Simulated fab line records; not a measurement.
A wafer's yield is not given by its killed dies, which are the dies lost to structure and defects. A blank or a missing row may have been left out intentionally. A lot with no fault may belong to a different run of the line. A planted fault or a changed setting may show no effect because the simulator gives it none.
Matching of chambers    flow n5_finfet    N5_HKMG_FIN_CMP_23 on cmp-02: 4 sister chambers
The step polishes, stops on SiNx, t overpolish 10 s, target thk 46.326 nm. 4 wafers are shown with their chamber, then 8 later ones without.

== WAFERS, EACH WITH ITS CHAMBER ==
wafer   chamber  motor_current_A (A)
L086.3  1        14.1
L091.4  2        10.7
L091.5  3        10.3
L095.3  0        11.9

== WAFERS WHOSE CHAMBER IS MISSING ==
wafer   motor_current_A (A)
L095.4  10.8
L095.5  14.8
L096.3  10.5
L096.4  15.4
L096.5  12.0
L097.1  14.2
L097.2  10.4
L097.3  10.7

== EACH ONE'S CHAMBER ==
wafer   from the rows above           in truth
L095.4  can't be placed: 2 or 3 or 0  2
L095.5  1                             1
L096.3  can't be placed: 2 or 3       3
L096.4  1                             1
L096.5  0                             0
L097.1  1                             1
L097.2  can't be placed: 3 or 2       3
L097.3  can't be placed: 2 or 3       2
Correctly placed: 4 of 8. These rows do not allow placing 4 (true chamber among the candidates in 4). Wrongly placed: 0.
How it was worked out, from the rows above alone: a wafer's distance from a chamber is the root of the sum, over the readings, of the square of ((its reading less the chamber's mean) divided by the reading's scatter). The wafer belongs to the nearest chamber; if the next one is less than 2 further off, it can't be placed. The mean given for a chamber averages the wafers shown for that chamber. The scatter (one wafer shown for each chamber): square how far every hidden wafer sits from the nearest shown wafer, average those squares and take the square root.
